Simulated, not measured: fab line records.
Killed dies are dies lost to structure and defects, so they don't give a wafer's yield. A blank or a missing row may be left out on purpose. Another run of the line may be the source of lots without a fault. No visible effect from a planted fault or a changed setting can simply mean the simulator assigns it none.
fab line records	flow nand-harc
record lots=12	wafers=36	last-day=34
route steps=1302 shown A_CONTACT@1028 END@1302
lots untouched by any fault: they come from a run of this same line in which no faults occurred
start-h: start of the lot's first displayed wafer, in hours after the record's first day	wait-h: hours since the lot's step before	" repeats the value in the row above	L1.1+2: several wafers, shown together as one row	- no value, or no start was given	* or withheld: withheld	< > ~ a bound
route shown NAME@n: NAME is a module with steps in the file, n the number in the route of the first one	usual: mean/standard deviation of fault-free wafers	same: alike in all rows	chamber/n: place in a boat	sites: readings site by site	_std_site: their standard deviation	_edge_site: inner sites' mean taken away from outer sites' mean	radius-mm: for every site, how far away it sits from the centre of the wafer	mask NAME#n: copy n	behind: the most recent tool/chamber to have shaped the wafer	hold: cause of the lot's hold/its duration in hours/its outcome	device: the n, p or np transistor that did not switch	end of line: the same wafers' tests at the end of the route	for a step that has no rows: nothing shown but its recipe	killed: dies that structure and defects cost at the first sort, which is not the same as the wafer's yield	map: per-die view of a wafer (x killed, . not killed, _ where there is no die)
set.NAME: the setting as run; set.NAME@STEP: as run at that earlier step	model.NAME: the simulator's own value behind a step, which no gauge read
steps of the route over a sample of lots; a table a step, a row a wafer
services: from which hour (start-h, from the record's first day; less than 0 if before it) a tool's chamber was out of use, for how many hours, and why
## steps
# step NHARC_A_CONTACT_DEP_58
# recipe target-thk-a=900	target-thk-nm=90	temp-c=400	pressure-torr=3.5	flow-sccm=200	rf-w=350	material=SiON
# usual heater-power-w=767/110
lot.wafer	tool	chamber	start-h	wait-h	heater-power-w
L446.2	pecvd-04	1	490.76	2.2	843
L446.5	"	1	"	"	877
L446.6	"	0	"	"	843
L447.2	pecvd-04	0	509.56	2.2	847
L447.6	"	2	"	"	696
L447.5	"	0	"	"	875
L449.3	pecvd-04	2	534.28	1.7	587
L449.1	"	0	"	"	837
L449.5	"	2	"	"	596
L452.3	pecvd-04	2	567.92	1.6	591
L452.6	"	2	"	"	603
L452.5	"	1	"	"	918
L451.2	pecvd-02	1	568.01	2.2	671
L451.3	"	2	"	"	835
L451.4	"	1	"	"	681
L458.2	pecvd-04	0	613.38	2.2	806
L458.5	"	0	"	"	810
L458.4	"	2	"	"	660
L459.3	pecvd-02	0	631.56	1.7	742
L459.1	"	1	"	"	722
L459.4	"	1	"	"	724
L463.2	pecvd-03	1	684.88	2.1	643
L463.3	"	2	"	"	804
L463.6	"	0	"	"	727
L465.4	pecvd-03	2	702.35	1.2	816
L465.6	"	0	"	"	608
L465.5	"	2	"	"	836
L467.3	pecvd-02	1	716.56	1.7	610
L467.1	"	2	"	"	812
L467.6	"	2	"	"	804
L468.1	pecvd-02	0	731.61	2.7	692
L468.6	"	0	"	"	696
L468.4	"	2	"	"	830
L469.3	pecvd-03	0	750.95	1.6	761
L469.2	"	2	"	"	825
L469.5	"	0	"	"	733
# step NHARC_A_CONTACT_OVL_MEAS_70
# usual overlay-x-nm=-0.3/0.82	overlay-y-nm=0.1/0.84
lot.wafer	tool	chamber	start-h	wait-h	overlay-x-nm	overlay-y-nm
L446.2	overlay-02	-	491.57	-	-0.6	0.2
L446.5	"	-	"	"	-0.8	0.4
L446.6	"	-	"	"	-0.8	0.1
L447.2	overlay-02	-	510.19	-	1.2	-0.3
L447.5	"	-	"	"	0.4	-0.5
L447.6	"	-	"	"	0.4	0.2
L449.1	overlay-01	-	535.06	-	-0.1	0.4
L449.3	"	-	"	"	0.4	0.8
L449.5	"	-	"	"	0.4	0.2
L452.3	overlay-02	-	568.73	-	-0.6	-0.3
L452.5	"	-	"	"	0.2	-0.5
L452.6	"	-	"	"	-0.4	-0.2
L451.2	overlay-01	-	568.88	-	-0.1	0.9
L451.3	"	-	"	"	-0.3	0.6
L451.4	"	-	"	"	-0.1	1.0
L458.2	overlay-01	-	614.18	-	-1.0	0.8
L458.4	"	-	"	"	-1.1	0.1
L458.5	"	-	"	"	-0.3	0.8
L459.1	overlay-01	-	632.34	-	-1.8	0.8
L459.3	"	-	"	"	-2.2	0.6
L459.4	"	-	"	"	-2.2	0.8
L463.2	overlay-02	-	685.68	-	0.0	1.6
L463.3	"	-	"	"	-0.1	1.9
L463.6	"	-	"	"	-0.2	1.2
L465.4	overlay-02	-	703.13	-	0.2	0.1
L465.5	"	-	"	"	0.7	-0.3
L465.6	"	-	"	"	0.6	-0.1
L467.1	overlay-02	-	717.21	-	-0.3	1.2
L467.3	"	-	"	"	-0.7	0.7
L467.6	"	-	"	"	-0.3	0.7
L468.1	overlay-01	-	732.42	-	0.7	2.0
L468.4	"	-	"	"	0.1	2.0
L468.6	"	-	"	"	0.0	2.0
L469.2	overlay-02	-	751.64	-	0.9	-0.4
L469.3	"	-	"	"	1.0	0.0
L469.5	"	-	"	"	1.1	-0.5
# step NHARC_A_CONTACT_ETCH_76
# recipe target-depth-a=2600	over-etch-frac=0.3	time-s=475.3	ion-energy-ev=200	n2-flow-sccm=150	h2-flow-sccm=150	ar-flow-sccm=0	rf-w=400	bias-w=150	chemistry=N2/H2
# usual bias-w=149.9/0.44	chamber-pressure-mTorr=29.996/0.026	drypump-motor-current-A=6.2/0.44	h2-flow-sccm=150.0/0.43	oes-product-au=1.001/0.0095	rf-vpp-V=429.7/2.4	showerhead-plenum-p-Torr=2.01/0.085	throttle-valve-pct=14.171/0.0096
lot.wafer	tool	chamber	start-h	wait-h	bias-w	chamber-pressure-mTorr	drypump-motor-current-A	h2-flow-sccm	oes-product-au	rf-hours-counter-h	rf-vpp-V	showerhead-plenum-p-Torr	throttle-valve-pct
L446.2	rie-diel-08	0	491.96	-	149.8	30.008	6.4	149.7	0.999	39	431.2	2.05	14.172
L446.5	"	2	"	"	149.7	29.989	6.3	150.4	0.994	-	434.9	2.21	14.150
L446.6	"	0	"	"	150.4	29.974	6.4	149.9	0.995	-	431.8	2.05	14.182
L447.2	rie-diel-12	1	510.49	-	150.4	29.961	6.8	149.7	1.003	8	427.0	1.94	14.175
L447.6	"	2	"	"	149.5	30.003	5.5	150.3	1.013	-	429.8	2.06	14.172
L447.5	"	3	"	"	150.9	30.028	5.8	150.0	1.021	-	429.0	1.94	14.188
L449.3	rie-diel-12	3	535.37	-	150.2	29.957	5.8	150.3	1.014	14	426.7	1.94	14.169
L449.1	"	0	"	"	150.0	29.974	6.6	149.6	0.995	12	429.6	2.01	14.158
L449.5	"	2	"	"	149.4	29.997	5.5	150.5	1.010	-	430.7	2.06	14.165
L452.3	rie-diel-12	2	569.13	-	149.9	30.019	5.5	150.1	1.015	20	430.8	2.05	14.151
L452.5	"	3	"	"	150.2	30.018	5.8	150.0	1.018	-	427.5	1.94	14.178
L452.6	"	0	"	"	149.7	29.975	6.7	149.9	1.015	-	429.9	2.01	14.160
L451.4	rie-diel-12	0	569.33	-	149.5	30.007	6.6	150.1	0.997	19	429.6	2.01	14.164
L451.2	"	1	"	"	150.0	29.987	6.8	149.5	0.991	19	428.9	1.93	14.153
L451.3	"	3	"	"	149.9	29.957	5.8	150.1	1.007	20	428.2	1.94	14.172
L458.4	rie-diel-12	3	614.49	-	-	-	-	-	-	-	-	-	-
L458.2	"	1	"	"	-	-	-	-	-	-	-	-	-
L458.5	"	3	"	"	-	-	-	-	-	-	-	-	-
L459.4	rie-diel-12	3	632.61	-	-	-	-	-	-	-	-	-	-
L459.3	"	1	"	"	-	-	-	-	-	-	-	-	-
L459.1	"	2	"	"	-	-	-	-	-	-	-	-	-
L463.3	rie-diel-12	3	686.17	-	149.4	29.973	5.8	150.5	0.993	9	427.5	1.93	14.179
L463.2	"	0	"	"	150.0	30.022	6.6	150.2	1.005	9	428.2	2.00	14.167
L463.6	"	2	"	"	150.2	29.995	5.6	149.9	0.994	-	432.1	2.04	14.171
L465.4	rie-diel-12	3	703.50	-	150.3	30.006	5.8	150.0	0.999	10	428.5	1.93	14.152
L465.5	"	0	"	"	150.1	30.034	6.7	150.3	0.985	-	429.9	2.00	14.156
L465.6	"	1	"	"	149.6	30.006	6.7	150.1	0.990	-	427.0	1.93	14.161
L467.1	rie-diel-08	0	717.48	-	150.2	29.960	6.4	150.6	0.997	54	429.9	2.02	14.167
L467.3	"	2	"	"	150.4	29.952	6.3	150.6	1.005	58	435.0	2.18	14.174
L467.6	"	0	"	"	149.8	30.037	6.4	150.5	0.997	-	429.8	2.02	14.164
L468.4	rie-diel-12	0	732.83	-	149.9	30.030	6.7	150.0	0.996	16	429.9	2.00	14.184
L468.1	"	2	"	"	150.2	30.023	5.5	149.6	1.008	16	430.2	2.04	14.179
L468.6	"	3	"	"	149.9	29.968	5.8	149.5	1.015	-	426.8	1.93	14.181
L469.2	rie-diel-08	1	751.95	-	149.6	29.968	5.9	149.6	1.011	6	434.4	2.15	14.168
L469.3	"	2	"	"	150.8	29.986	6.4	149.3	0.996	6	433.0	2.17	14.170
L469.5	"	0	"	"	150.1	30.006	6.4	149.1	0.990	-	430.8	2.02	14.178
# step NHARC_A_CONTACT_ETCH_128
# recipe source-w=withheld	pressure-mtorr=20	bias-v=3000	time-s=197	target-depth-a=19180	ar-flow-sccm=withheld	c4f8-flow-sccm=withheld	o2-flow-sccm=withheld	chemistry=C4F8/O2/Ar
# usual chamber-pressure-mTorr=20.000/0.018	oes-air-line-au=1.003/0.019
lot.wafer	tool	chamber	start-h	wait-h	chamber-pressure-mTorr	oes-air-line-au	rf-hours-counter-h
L446.2	har-cap-etch-03	1	494.34	0.1	20.025	1.028	40
L446.6	"	0	"	"	20.003	0.996	-
L446.5	"	1	"	"	19.983	0.973	-
L447.2	har-cap-etch-03	0	512.86	0.1	20.010	1.001	45
L447.6	"	0	"	"	19.992	0.990	-
L447.5	"	1	"	"	20.035	1.026	-
L449.1	har-cap-etch-03	1	537.46	0.1	19.979	0.979	49
L449.3	"	0	"	"	19.995	0.997	-
L449.5	"	0	"	"	20.004	1.004	-
L452.3	har-cap-etch-01	0	571.35	0.1	20.008	1.013	-
L452.6	"	0	"	"	20.001	1.018	-
L452.5	"	1	"	"	19.993	1.003	-
L451.2	har-cap-etch-02	0	571.99	0.1	20.012	1.004	96
L451.3	"	1	"	"	20.025	1.035	-
L451.4	"	0	"	"	19.965	1.003	-
L458.2	har-cap-etch-02	1	616.58	0.1	19.975	1.000	106
L458.4	"	0	"	"	20.029	0.996	-
L458.5	"	1	"	"	19.993	0.979	-
L459.1	har-cap-etch-01	0	634.73	0.1	20.012	1.030	21
L459.3	"	1	"	"	20.006	1.000	-
L459.4	"	0	"	"	19.994	0.996	-
L463.2	har-cap-etch-02	1	688.28	0.1	20.022	0.973	119
L463.3	"	1	"	"	19.965	0.998	-
L463.6	"	1	"	"	19.994	0.976	-
L465.4	har-cap-etch-01	0	705.55	0.1	19.994	1.025	-
L465.6	"	0	"	"	20.011	1.007	-
L465.5	"	1	"	"	20.031	1.015	-
L467.1	har-cap-etch-03	1	719.61	0.1	20.029	1.015	81
L467.3	"	0	"	"	19.992	1.009	-
L467.6	"	0	"	"	19.985	0.992	-
L468.1	har-cap-etch-03	1	735.13	0.2	20.037	0.993	83
L468.4	"	1	"	"	19.974	0.999	-
L468.6	"	1	"	"	20.005	1.000	-
L469.2	har-cap-etch-03	0	754.16	0.1	20.003	1.012	87
L469.3	"	0	"	"	19.980	0.999	-
L469.5	"	1	"	"	19.969	0.974	-
# step NHARC_END_SORT_01
# recipe temp-c=25
# usual killed-at-array=59/20	killed-at-other=0.8/1.2	killed-at-periphery=3.5/2.2	killed-dies=63/20	killed-open=3.3/1.8	killed-short=2.6/1.7
# same gross-dies=677
lot.wafer	tool	chamber	start-h	wait-h	killed-at-array	killed-at-other	killed-at-periphery	killed-dies	killed-open	killed-short
L458.2	prober-01	0	679.39	2.8	675	1	1	677	1	5
L458.4	prober-01	0	680.98	3.4	676	0	1	677	4	4
L458.5	prober-01	0	681.78	3.7	676	0	1	677	4	1
L459.1	prober-01	0	693.13	2.5	673	1	3	677	2	1
L459.3	prober-01	0	694.74	3.1	673	0	4	677	6	2
L459.4	prober-01	0	695.54	3.4	674	1	2	677	2	1
L463.3	prober-02	0	748.80	3.1	41	0	1	42	1	0
# killed by level:class
L458.2 A_CONTACT:area-etch=575 A_SLIT:chamber-film-flake=29 A_CHANNEL_HOLE_D1:chamber-film-flake=28 A_CHANNEL_HOLE_D2:chamber-film-flake=26 A_CONTACT:chamber-film-flake=7 A_DECK1_JOINT:geometric-particle:short=2 A_CHANNEL_HOLE_D1:geometric-particle:short=1 A_CHANNEL_HOLE_D2:geometric-particle:short=1
L458.4 A_CONTACT:area-etch=577 A_CHANNEL_HOLE_D1:chamber-film-flake=38 A_SLIT:chamber-film-flake=27 A_CHANNEL_HOLE_D2:chamber-film-flake=11 A_CONTACT:chamber-film-flake=10 A_WL_FILL:geometric-particle:short=2 A_STAIRCASE:chamber-film-flake=2 P_GATE:geometric-particle:open=1
L458.5 A_CONTACT:area-etch=583 A_SLIT:chamber-film-flake=37 A_CHANNEL_HOLE_D1:chamber-film-flake=26 A_CHANNEL_HOLE_D2:chamber-film-flake=16 A_CONTACT:chamber-film-flake=5 P_CONTACT:geometric-particle:open=1 A_CHANNEL_FILL_D1:geometric-particle:open=1 A_DECK1_JOINT:geometric-particle:short=1
L459.1 A_CONTACT:area-etch=636 A_CHANNEL_HOLE_D1:chamber-film-flake=14 A_CONTACT:chamber-film-flake=7 A_SLIT:chamber-film-flake=5 A_SGD_CUT:chamber-film-flake=3 P_STI:chamber-film-flake=2 A_CHANNEL_FILL_D2:chamber-film-flake=2 A_M0:chamber-film-flake=2
L459.3 A_CONTACT:area-etch=641 A_SGD_CUT:chamber-film-flake=8 A_CHANNEL_HOLE_D1:chamber-film-flake=7 A_CONTACT:chamber-film-flake=5 A_SLIT:chamber-film-flake=2 A_M0:chamber-film-flake=2 P_STI:geometric-particle:open=1 A_SOURCE_PLATE:geometric-particle:open=1
L459.4 A_CONTACT:area-etch=648 A_SGD_CUT:chamber-film-flake=11 A_CHANNEL_HOLE_D1:chamber-film-flake=4 A_CONTACT:chamber-film-flake=4 A_M0:chamber-film-flake=2 A_ONON_D1:geometric-particle:short=1 A_CHANNEL_FILL_D1:geometric-particle:open=1 A_BLC:geometric-particle:open=1
L463.3 A_CONTACT:chamber-film-flake=13 A_CHANNEL_HOLE_D1:chamber-film-flake=12 A_SLIT:chamber-film-flake=8 A_STAIRCASE:chamber-film-flake=4 A_WL_FILL:chamber-film-flake=2 A_M1:chamber-film-flake=1 A_BLC:geometric-particle:open=1 P_M2:chamber-film-flake=1
## services
tool	chamber	start-h	hours	kind
rie-diel-12	1	487.93	6.1	repair
rie-diel-08	1	488.52	14.4	repair
har-cap-etch-01	-	497.00	17.0	pm
rie-diel-12	0	508.71	7.2	repair
pecvd-03	-	547.00	13.0	pm
rie-diel-08	-	547.21	9.0	pm
pecvd-04	1	555.40	11.6	repair
pecvd-03	-	575.09	3.0	repair
pecvd-02	-	589.00	13.0	pm
pecvd-03	-	596.80	1.3	repair
rie-diel-12	3	598.73	8.6	repair
rie-diel-08	3	608.46	5.6	repair
rie-diel-08	0	613.68	2.7	repair
rie-diel-12	-	622.58	9.0	pm
pecvd-04	-	631.16	13.0	pm
pecvd-03	-	651.06	0.9	repair
rie-diel-12	2	654.34	7.6	repair
har-cap-etch-03	-	657.23	0.2	repair
pecvd-04	2	671.85	6.7	repair
pecvd-04	-	679.85	2.4	repair
rie-diel-12	3	686.72	7.7	repair
pecvd-02	-	720.93	0.5	repair
rie-diel-12	3	723.42	5.7	repair
pecvd-04	-	748.95	2.9	repair
## key
first-sign step=NHARC_A_CONTACT_ETCH_76	reading=tool-record	direction=missing
effect step=NHARC_END_SORT_01	reading=killed-at-array	direction=up	sigmas=31	usual=59	struck=674
more-kills-born-at NHARC_A_CONTACT_ETCH_76@rie-diel-12=3654
met-at NHARC_A_CONTACT_ETCH_76
struck-lots L458,L459
later-rows-left-out L458.2,L458.4,L458.5,L459.1,L459.3,L459.4
tester-left-out L458,L459
not-acting-at NHARC_A_CONTACT_DEP_58,NHARC_A_CONTACT_OVL_MEAS_70,NHARC_A_CONTACT_ETCH_128
onset-between 569.33 614.49
fault kind=skipped-step-whole	tool=rie-diel-12	chamber=-	onset-h=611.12	steps=NHARC_A_CONTACT_ETCH_76	scope=struck-lots-only
# tester-left-out: of these lots the tester's yield and bins aren't shown, on N5 and GAA mostly nor the transistor test; their killed dies are dies lost to structure and defects alone, not to doping, threshold or leakage, so they don't give the yield
# later-rows-left-out: the simulator's readings of these wafers behind a module that went badly wrong aren't trusted and aren't shown, but for the sort
